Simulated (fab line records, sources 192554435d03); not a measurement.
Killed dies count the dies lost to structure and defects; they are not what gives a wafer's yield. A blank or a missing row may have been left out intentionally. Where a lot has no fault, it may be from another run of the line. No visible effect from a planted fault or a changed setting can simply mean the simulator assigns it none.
The tool behind it: which one? :: flow n5 finfet :: 14 lots with 41 wafers sampled at 6 steps, on a route of 1938 steps

== WHAT THE GAUGES SHOWED, per wafer ==
N5_BEOL_M14_CD_MEAS_17: the cd target is 250 nm.
lot: L150
measured: day 13 19:04
on: cd sem-02
cd nm (nm): 252.3 253.8 252.7

lot: L149
measured: day 13 22:42
on: cd sem-03
cd nm (nm): 253.0 251.4 251.7

lot: L151
measured: day 13 23:11
on: cd sem-01
cd nm (nm): 252.3 255.0 254.3

lot: L147
measured: day 14 15:59
on: cd sem-02
cd nm (nm): 252.3 249.7 250.5

lot: L153
measured: day 14 18:22
on: cd sem-02
cd nm (nm): 254.6 255.2 251.1

lot: L154
measured: day 15 11:20
on: cd sem-03
cd nm (nm): 249.9 252.9 251.1

lot: L156
measured: day 16 03:32
on: cd sem-02
cd nm (nm): 249.1 248.1

lot: L159
measured: day 16 04:56
on: cd sem-02
cd nm (nm): 251.6 251.3 252.9

lot: L157
measured: day 16 10:08
on: cd sem-03
cd nm (nm): 247.8 251.2 255.3

lot: L160
measured: day 16 22:37
on: cd sem-03
cd nm (nm): 251.7 253.0 253.3

lot: L161
measured: day 16 23:44
on: cd sem-02
cd nm (nm): 251.0 252.1 253.2

lot: L166
measured: day 17 02:46
on: cd sem-02
cd nm (nm): 250.8 251.3 254.6

lot: L167
measured: day 19 01:53
on: cd sem-01
cd nm (nm): 248.5 252.8 251.3

lot: L168
measured: day 19 01:59
on: cd sem-03
cd nm (nm): 247.3 253.1 251.1

N5_BEOL_M15_CD_MEAS_17: the cd target is 360 nm.
lot: L150
measured: day 14 04:16
on: cd sem-01
cd nm (nm): 358.4 360.6 361.3

lot: L149
measured: day 14 04:35
on: cd sem-02
cd nm (nm): 363.5 363.2 362.0

lot: L151
measured: day 14 04:40
on: cd sem-01
cd nm (nm): 360.2 363.6 361.5

lot: L147
measured: day 15 02:22
on: cd sem-03
cd nm (nm): 362.0 358.8 358.9

lot: L153
measured: day 15 03:38
on: cd sem-03
cd nm (nm): 357.8 361.0 358.9

lot: L154
measured: day 15 16:32
on: cd sem-03
cd nm (nm): 360.7 365.0 361.6

lot: L156
measured: day 16 10:11
on: cd sem-03
cd nm (nm): 364.7 365.9

lot: L159
measured: day 16 10:41
on: cd sem-03
cd nm (nm): 362.4 362.7 362.0

lot: L157
measured: day 16 14:39
on: cd sem-02
cd nm (nm): 363.9 361.0 362.3

lot: L160
measured: day 17 05:35
on: cd sem-02
cd nm (nm): - - -

lot: L161
measured: day 17 06:34
on: cd sem-02
cd nm (nm): - - -

lot: L166
measured: day 17 08:34
on: cd sem-02
cd nm (nm): 361.3 362.0 359.1

lot: L167
measured: day 19 08:08
on: cd sem-02
cd nm (nm): 363.8 364.2 362.2

lot: L168
measured: day 19 09:14
on: cd sem-01
cd nm (nm): 361.7 361.0 362.9

== EACH LOT AND THE TOOL THAT RAN IT (in order: tool; ch and the chambers of the sampled wafers; start) ==
lot: L150
N5_BEOL_M14_ETCH_67: rie diel-03 ch 0,3, day 13 19:40
N5_BEOL_M15_ILD_DEP_00: pecvd-04 ch 1,2, day 14 02:59
N5_BEOL_M15_DESCUM_15: rie diel-01 ch 0,1, day 14 03:46
N5_BEOL_M15_VIA_ETCH_16: rie diel-01 ch 0,1, day 14 03:51

lot: L149
N5_BEOL_M14_ETCH_67: rie diel-02 ch 0,3, day 13 23:08
N5_BEOL_M15_ILD_DEP_00: pecvd-03 ch 0,1,2, day 14 03:19
N5_BEOL_M15_DESCUM_15: rie diel-05 ch 1,2,3, day 14 04:05
N5_BEOL_M15_VIA_ETCH_16: rie diel-05 ch 1,2,3, day 14 04:10

lot: L151
N5_BEOL_M14_ETCH_67: rie diel-03 ch 1,2, day 13 23:47
N5_BEOL_M15_ILD_DEP_00: pecvd-01 ch 1,2, day 14 03:23
N5_BEOL_M15_DESCUM_15: rie diel-01 ch 0,1, day 14 04:10
N5_BEOL_M15_VIA_ETCH_16: rie diel-01 ch 0,1, day 14 04:16

lot: L147
N5_BEOL_M14_ETCH_67: rie diel-02 ch 0,1, day 14 16:34
N5_BEOL_M15_ILD_DEP_00: pecvd-04 ch 1,2, day 15 00:55
N5_BEOL_M15_DESCUM_15: rie diel-05 ch 1,2,3, day 15 01:52
N5_BEOL_M15_VIA_ETCH_16: rie diel-05 ch 1,2,3, day 15 01:56

lot: L153
N5_BEOL_M14_ETCH_67: rie diel-03 ch 0,1, day 14 19:00
N5_BEOL_M15_ILD_DEP_00: pecvd-03 ch 0,1,2, day 15 02:22
N5_BEOL_M15_DESCUM_15: rie diel-04 ch 0,1,2, day 15 03:08
N5_BEOL_M15_VIA_ETCH_16: rie diel-04 ch 0,1,2, day 15 03:13

lot: L154
N5_BEOL_M14_ETCH_67: rie diel-06 ch 2,3, day 15 11:55
N5_BEOL_M15_ILD_DEP_00: pecvd-03 ch 1,2, day 15 15:16
N5_BEOL_M15_DESCUM_15: rie diel-04 ch 1,3, day 15 16:02
N5_BEOL_M15_VIA_ETCH_16: rie diel-04 ch 1,3, day 15 16:07

lot: L156
N5_BEOL_M14_ETCH_67: rie diel-02 ch 1,2, day 16 03:59
N5_BEOL_M15_ILD_DEP_00: pecvd-04 ch 0,1, day 16 08:15
N5_BEOL_M15_DESCUM_15: rie diel-05 ch 2,3, day 16 09:41
N5_BEOL_M15_VIA_ETCH_16: rie diel-05 ch 2,3, day 16 09:47

lot: L159
N5_BEOL_M14_ETCH_67: rie diel-02 ch 1,2, day 16 05:43
N5_BEOL_M15_ILD_DEP_00: pecvd-03 ch 0,2, day 16 08:38
N5_BEOL_M15_DESCUM_15: rie diel-01 ch 0,1, day 16 10:10
N5_BEOL_M15_VIA_ETCH_16: rie diel-01 ch 0,1, day 16 10:16

lot: L157
N5_BEOL_M14_ETCH_67: rie diel-06 ch 2,3, day 16 10:35
N5_BEOL_M15_ILD_DEP_00: pecvd-03 ch 0,2, day 16 13:23
N5_BEOL_M15_DESCUM_15: rie diel-04 ch 1,2, day 16 14:09
N5_BEOL_M15_VIA_ETCH_16: rie diel-04 ch 1,2, day 16 14:14

lot: L160
N5_BEOL_M14_ETCH_67: rie diel-03 ch 1,2, day 16 23:04
N5_BEOL_M15_ILD_DEP_00: pecvd-03 ch 0,1,2, day 17 04:27
N5_BEOL_M15_DESCUM_15: rie diel-01 ch 2,3, day 17 05:05
N5_BEOL_M15_VIA_ETCH_16: rie diel-01 ch 2,3, day 17 05:11

lot: L161
N5_BEOL_M14_ETCH_67: rie diel-06 ch 1,2,3, day 17 00:18
N5_BEOL_M15_ILD_DEP_00: pecvd-04 ch 0,1, day 17 05:14
N5_BEOL_M15_DESCUM_15: rie diel-04 ch 0,1,3, day 17 06:04
N5_BEOL_M15_VIA_ETCH_16: rie diel-04 ch 0,1,3, day 17 06:10

lot: L166
N5_BEOL_M14_ETCH_67: rie diel-02 ch 1,3, day 17 03:35
N5_BEOL_M15_ILD_DEP_00: pecvd-03 ch 0,2, day 17 07:25
N5_BEOL_M15_DESCUM_15: rie diel-05 ch 0,1,2, day 17 08:04
N5_BEOL_M15_VIA_ETCH_16: rie diel-05 ch 0,1,2, day 17 08:09

lot: L167
N5_BEOL_M14_ETCH_67: rie diel-06 ch 1,2,3, day 19 02:20
N5_BEOL_M15_ILD_DEP_00: pecvd-04 ch 0,1,2, day 19 06:52
N5_BEOL_M15_DESCUM_15: rie diel-01 ch 1,2,3, day 19 07:38
N5_BEOL_M15_VIA_ETCH_16: rie diel-01 ch 1,2,3, day 19 07:43

lot: L168
N5_BEOL_M14_ETCH_67: rie diel-02 ch 1,2,3, day 19 02:43
N5_BEOL_M15_ILD_DEP_00: pecvd-04 ch 0,2, day 19 08:06
N5_BEOL_M15_DESCUM_15: rie diel-05 ch 1,2,3, day 19 08:44
N5_BEOL_M15_VIA_ETCH_16: rie diel-05 ch 1,2,3, day 19 08:50
- N5_BEOL_M14_ETCH_67: etches SiARC in CF4, target depth 143 nm, time 238.3 s.
- N5_BEOL_M15_ILD_DEP_00: deposits SiO2 from TEOS/O2, target thk 1629.3 nm, time 346.1 s.
- N5_BEOL_M15_DESCUM_15: chemistry O2, time 7.9 s.
- N5_BEOL_M15_VIA_ETCH_16: etches SiO2 in C4F8/O2/Ar, target depth 1792.2 nm.

== WHAT THE TOOLS THEMSELVES READ (means of the sampled wafers that have a number; where no wafer has one, the mark that the record gives instead) ==
N5_BEOL_M14_ETCH_67.
lot: L150
tool: rie diel-03
drypump motor current A (A): 5.7
etch rf on time s (s): 236
oes product au (a.u.): 0.79
rf vpp V (V): 185.7
showerhead plenum p Torr (Torr): 2.21
throttle valve pct (%): 15.22

lot: L149
tool: rie diel-02
drypump motor current A (A): 6.2
etch rf on time s (s): 233
oes product au (a.u.): 0.69
rf vpp V (V): 185.0
showerhead plenum p Torr (Torr): 2.18
throttle valve pct (%): 15.20

lot: L151
tool: rie diel-03
drypump motor current A (A): 5.7
etch rf on time s (s): 237
oes product au (a.u.): 0.60
rf vpp V (V): 183.4
showerhead plenum p Torr (Torr): 2.09
throttle valve pct (%): 15.86

lot: L147
tool: rie diel-02
drypump motor current A (A): 5.9
etch rf on time s (s): 235
oes product au (a.u.): 0.75
rf vpp V (V): 184.8
showerhead plenum p Torr (Torr): 2.20
throttle valve pct (%): 15.24

lot: L153
tool: rie diel-03
drypump motor current A (A): 5.5
etch rf on time s (s): 229
oes product au (a.u.): 0.67
rf vpp V (V): 184.4
showerhead plenum p Torr (Torr): 2.17
throttle valve pct (%): 15.88

lot: L154
tool: rie diel-06
drypump motor current A (A): 6.6
etch rf on time s (s): 237
oes product au (a.u.): 0.78
rf vpp V (V): 185.3
showerhead plenum p Torr (Torr): 2.19
throttle valve pct (%): 15.29

lot: L156
tool: rie diel-02
drypump motor current A (A): 5.3
etch rf on time s (s): 236
oes product au (a.u.): 0.75
rf vpp V (V): 183.3
showerhead plenum p Torr (Torr): 2.10
throttle valve pct (%): 15.52

lot: L159
tool: rie diel-02
drypump motor current A (A): 5.4
etch rf on time s (s): 232
oes product au (a.u.): 0.77
rf vpp V (V): 184.0
showerhead plenum p Torr (Torr): 2.10
throttle valve pct (%): 15.54

lot: L157
tool: rie diel-06
drypump motor current A (A): 6.6
etch rf on time s (s): 237
oes product au (a.u.): 0.75
rf vpp V (V): 184.2
showerhead plenum p Torr (Torr): 2.19
throttle valve pct (%): 15.32

lot: L160
tool: rie diel-03
drypump motor current A (A): 5.9
etch rf on time s (s): 232
oes product au (a.u.): 0.61
rf vpp V (V): 184.7
showerhead plenum p Torr (Torr): 2.14
throttle valve pct (%): 16.04

lot: L161
tool: rie diel-06
drypump motor current A (A): 6.0
etch rf on time s (s): 235
oes product au (a.u.): 0.77
rf vpp V (V): 184.8
showerhead plenum p Torr (Torr): 2.18
throttle valve pct (%): 15.34

lot: L166
tool: rie diel-02
drypump motor current A (A): 5.8
etch rf on time s (s): 235
oes product au (a.u.): 0.77
rf vpp V (V): 184.1
showerhead plenum p Torr (Torr): 2.15
throttle valve pct (%): 15.44

lot: L167
tool: rie diel-06
drypump motor current A (A): 6.0
etch rf on time s (s): 237
oes product au (a.u.): 0.73
rf vpp V (V): 184.2
showerhead plenum p Torr (Torr): 2.18
throttle valve pct (%): 15.38

lot: L168
tool: rie diel-02
drypump motor current A (A): 5.7
etch rf on time s (s): 236
oes product au (a.u.): 0.74
rf vpp V (V): 184.8
showerhead plenum p Torr (Torr): 2.15
throttle valve pct (%): 15.41

N5_BEOL_M15_ILD_DEP_00.
lot: L150
tool: pecvd-04
chamber pressure Torr (Torr): 6.501
heater power outer w (W): 278
heater power w (W): 519
showerhead plenum p Torr (Torr): 8.36
throttle valve pct (%): 17.9

lot: L149
tool: pecvd-03
chamber pressure Torr (Torr): 6.517
heater power outer w (W): 283
heater power w (W): 543
showerhead plenum p Torr (Torr): 8.34
throttle valve pct (%): 18.3

lot: L151
tool: pecvd-01
chamber pressure Torr (Torr): 6.496
heater power outer w (W): 224
heater power w (W): 496
showerhead plenum p Torr (Torr): 8.27
throttle valve pct (%): 17.8

lot: L147
tool: pecvd-04
chamber pressure Torr (Torr): 6.493
heater power outer w (W): 258
heater power w (W): 504
showerhead plenum p Torr (Torr): 8.35
throttle valve pct (%): 17.7

lot: L153
tool: pecvd-03
chamber pressure Torr (Torr): 6.501
heater power outer w (W): 289
heater power w (W): 541
showerhead plenum p Torr (Torr): 8.34
throttle valve pct (%): 18.2

lot: L154
tool: pecvd-03
chamber pressure Torr (Torr): 6.494
heater power outer w (W): 264
heater power w (W): 530
showerhead plenum p Torr (Torr): 8.32
throttle valve pct (%): 17.7

lot: L156
tool: pecvd-04
chamber pressure Torr (Torr): 6.486
heater power outer w (W): 250
heater power w (W): 460
showerhead plenum p Torr (Torr): 8.37
throttle valve pct (%): 17.7

lot: L159
tool: pecvd-03
chamber pressure Torr (Torr): 6.502
heater power outer w (W): 298
heater power w (W): 533
showerhead plenum p Torr (Torr): 8.35
throttle valve pct (%): 19.0

lot: L157
tool: pecvd-03
chamber pressure Torr (Torr): 6.506
heater power outer w (W): 272
heater power w (W): 503
showerhead plenum p Torr (Torr): 8.35
throttle valve pct (%): 18.8

lot: L160
tool: pecvd-03
chamber pressure Torr (Torr): -
heater power outer w (W): -
heater power w (W): -
showerhead plenum p Torr (Torr): -
throttle valve pct (%): -

lot: L161
tool: pecvd-04
chamber pressure Torr (Torr): -
heater power outer w (W): -
heater power w (W): -
showerhead plenum p Torr (Torr): -
throttle valve pct (%): -

lot: L166
tool: pecvd-03
chamber pressure Torr (Torr): 6.504
heater power outer w (W): 293
heater power w (W): 533
showerhead plenum p Torr (Torr): 8.36
throttle valve pct (%): 17.7

lot: L167
tool: pecvd-04
chamber pressure Torr (Torr): 6.490
heater power outer w (W): 275
heater power w (W): 488
showerhead plenum p Torr (Torr): 8.35
throttle valve pct (%): 17.8

lot: L168
tool: pecvd-04
chamber pressure Torr (Torr): 6.505
heater power outer w (W): 264
heater power w (W): 457
showerhead plenum p Torr (Torr): 8.33
throttle valve pct (%): 17.4

N5_BEOL_M15_DESCUM_15.
lot: L150
tool: rie diel-01
bias power w (W): 19.95
drypump motor current A (A): 6.2
oes product au (a.u.): 0.75
rf vpp V (V): 244.4
showerhead plenum p Torr (Torr): 2.15
throttle valve pct (%): 20.56

lot: L149
tool: rie diel-05
bias power w (W): 19.96
drypump motor current A (A): 5.4
oes product au (a.u.): 0.79
rf vpp V (V): 243.3
showerhead plenum p Torr (Torr): 2.08
throttle valve pct (%): 20.58

lot: L151
tool: rie diel-01
bias power w (W): 19.94
drypump motor current A (A): 6.1
oes product au (a.u.): 0.82
rf vpp V (V): 243.9
showerhead plenum p Torr (Torr): 2.14
throttle valve pct (%): 20.52

lot: L147
tool: rie diel-05
bias power w (W): 20.05
drypump motor current A (A): 5.5
oes product au (a.u.): 0.79
rf vpp V (V): 242.5
showerhead plenum p Torr (Torr): 2.08
throttle valve pct (%): 20.58

lot: L153
tool: rie diel-04
bias power w (W): 20.01
drypump motor current A (A): 5.7
oes product au (a.u.): 0.81
rf vpp V (V): 241.5
showerhead plenum p Torr (Torr): 2.02
throttle valve pct (%): 20.38

lot: L154
tool: rie diel-04
bias power w (W): 20.01
drypump motor current A (A): 5.8
oes product au (a.u.): 0.85
rf vpp V (V): 241.8
showerhead plenum p Torr (Torr): 2.04
throttle valve pct (%): 20.60

lot: L156
tool: rie diel-05
bias power w (W): 20.04
drypump motor current A (A): 5.2
oes product au (a.u.): 0.77
rf vpp V (V): 242.2
showerhead plenum p Torr (Torr): 2.01
throttle valve pct (%): 20.50

lot: L159
tool: rie diel-01
bias power w (W): 20.01
drypump motor current A (A): 6.1
oes product au (a.u.): 0.90
rf vpp V (V): 244.4
showerhead plenum p Torr (Torr): 2.14
throttle valve pct (%): 20.40

lot: L157
tool: rie diel-04
bias power w (W): 19.94
drypump motor current A (A): 5.6
oes product au (a.u.): 0.74
rf vpp V (V): 242.5
showerhead plenum p Torr (Torr): 1.99
throttle valve pct (%): 20.37

lot: L160
tool: rie diel-01
bias power w (W): 20.00
drypump motor current A (A): 5.9
oes product au (a.u.): 0.80
rf vpp V (V): 241.9
showerhead plenum p Torr (Torr): 2.04
throttle valve pct (%): 20.34

lot: L161
tool: rie diel-04
bias power w (W): 20.01
drypump motor current A (A): 5.8
oes product au (a.u.): 0.86
rf vpp V (V): 241.8
showerhead plenum p Torr (Torr): 2.04
throttle valve pct (%): 20.52

lot: L166
tool: rie diel-05
bias power w (W): 19.97
drypump motor current A (A): 5.4
oes product au (a.u.): 0.83
rf vpp V (V): 243.3
showerhead plenum p Torr (Torr): 2.12
throttle valve pct (%): 20.65

lot: L167
tool: rie diel-01
bias power w (W): 20.05
drypump motor current A (A): 5.9
oes product au (a.u.): 0.83
rf vpp V (V): 243.3
showerhead plenum p Torr (Torr): 2.09
throttle valve pct (%): 20.32

lot: L168
tool: rie diel-05
bias power w (W): 20.00
drypump motor current A (A): 5.5
oes product au (a.u.): 0.75
rf vpp V (V): 242.8
showerhead plenum p Torr (Torr): 2.07
throttle valve pct (%): 20.63

N5_BEOL_M15_VIA_ETCH_16.
lot: L150
tool: rie diel-01
drypump motor current A (A): 6.2
oes_f_703_au (a.u.): 0.76
oes product au (a.u.): 0.68
rf vpp V (V): 2251
showerhead plenum p Torr (Torr): 3.50
throttle valve pct (%): 30.82

lot: L149
tool: rie diel-05
drypump motor current A (A): 5.5
oes_f_703_au (a.u.): 0.80
oes product au (a.u.): 0.72
rf vpp V (V): 2195
showerhead plenum p Torr (Torr): 3.43
throttle valve pct (%): 31.17

lot: L151
tool: rie diel-01
drypump motor current A (A): 6.1
oes_f_703_au (a.u.): 0.81
oes product au (a.u.): 0.74
rf vpp V (V): 2281
showerhead plenum p Torr (Torr): 3.51
throttle valve pct (%): 31.00

lot: L147
tool: rie diel-05
drypump motor current A (A): 5.5
oes_f_703_au (a.u.): 0.79
oes product au (a.u.): 0.72
rf vpp V (V): 2195
showerhead plenum p Torr (Torr): 3.43
throttle valve pct (%): 31.16

lot: L153
tool: rie diel-04
drypump motor current A (A): 5.7
oes_f_703_au (a.u.): 0.81
oes product au (a.u.): 0.73
rf vpp V (V): 2191
showerhead plenum p Torr (Torr): 3.33
throttle valve pct (%): 30.88

lot: L154
tool: rie diel-04
drypump motor current A (A): 5.8
oes_f_703_au (a.u.): 0.85
oes product au (a.u.): 0.76
rf vpp V (V): 2215
showerhead plenum p Torr (Torr): 3.35
throttle valve pct (%): 31.09

lot: L156
tool: rie diel-05
drypump motor current A (A): 5.2
oes_f_703_au (a.u.): 0.77
oes product au (a.u.): 0.69
rf vpp V (V): 2186
showerhead plenum p Torr (Torr): 3.33
throttle valve pct (%): 31.11

lot: L159
tool: rie diel-01
drypump motor current A (A): 6.1
oes_f_703_au (a.u.): 0.90
oes product au (a.u.): 0.82
rf vpp V (V): 2280
showerhead plenum p Torr (Torr): 3.49
throttle valve pct (%): 30.92

lot: L157
tool: rie diel-04
drypump motor current A (A): 5.6
oes_f_703_au (a.u.): 0.75
oes product au (a.u.): 0.67
rf vpp V (V): 2152
showerhead plenum p Torr (Torr): 3.30
throttle valve pct (%): 30.84

lot: L160
tool: rie diel-01
drypump motor current A (A): 5.9
oes_f_703_au (a.u.): 0.79
oes product au (a.u.): 0.30
rf vpp V (V): 2203
showerhead plenum p Torr (Torr): 3.40
throttle valve pct (%): 30.29

lot: L161
tool: rie diel-04
drypump motor current A (A): 5.8
oes_f_703_au (a.u.): 0.85
oes product au (a.u.): 0.32
rf vpp V (V): 2227
showerhead plenum p Torr (Torr): 3.36
throttle valve pct (%): 30.35

lot: L166
tool: rie diel-05
drypump motor current A (A): 5.4
oes_f_703_au (a.u.): 0.84
oes product au (a.u.): 0.75
rf vpp V (V): 2200
showerhead plenum p Torr (Torr): 3.47
throttle valve pct (%): 31.10

lot: L167
tool: rie diel-01
drypump motor current A (A): 5.9
oes_f_703_au (a.u.): 0.84
oes product au (a.u.): 0.76
rf vpp V (V): 2210
showerhead plenum p Torr (Torr): 3.42
throttle valve pct (%): 30.74

lot: L168
tool: rie diel-05
drypump motor current A (A): 5.5
oes_f_703_au (a.u.): 0.77
oes product au (a.u.): 0.68
rf vpp V (V): 2194
showerhead plenum p Torr (Torr): 3.41
throttle valve pct (%): 31.18

== THE ANSWER, worked out from the rows above alone ==
Rule: usual is defined by the lots themselves. The widest of any qualifying gaps counts: lots, ordered by their means at a reading, are off when they make up no more than a third of the lots, leave a main group of 4 or more, and stand apart from it by 3 or more times the standard deviation of that group's means. The tables above print the reading to a certain number of digits; a main group whose means all agree to those digits is not used. Also off: a lot with no number at a reading for which 4 or more lots have one. All remaining lots with rows at the step are treated as sound. First the gauges in route order, then the tools' own readings, where a lot's mean is used as printed above. At the first step where some lot is off, the reading lying furthest off is the one used; lots without a number count as furthest.
Off: L160, L161 (N5_BEOL_M15_CD_MEAS_17, cd nm). Without a number there: L160, L161. For the main group the mean is 361.9 nm and the standard deviation 1.6.
A tool fits if, at a process step before that reading, it ran every lot that is off, and no sound lot after the first of them. The gauges at N5_BEOL_M15_CD_MEAS_17 aren't tried: what is off there is off at N5_BEOL_M15_ILD_DEP_00 too, on other tools, and a gauge's error can't cause that. Of those tried, none fits.

== WHAT THE SIMULATOR HAD PUT IN ==
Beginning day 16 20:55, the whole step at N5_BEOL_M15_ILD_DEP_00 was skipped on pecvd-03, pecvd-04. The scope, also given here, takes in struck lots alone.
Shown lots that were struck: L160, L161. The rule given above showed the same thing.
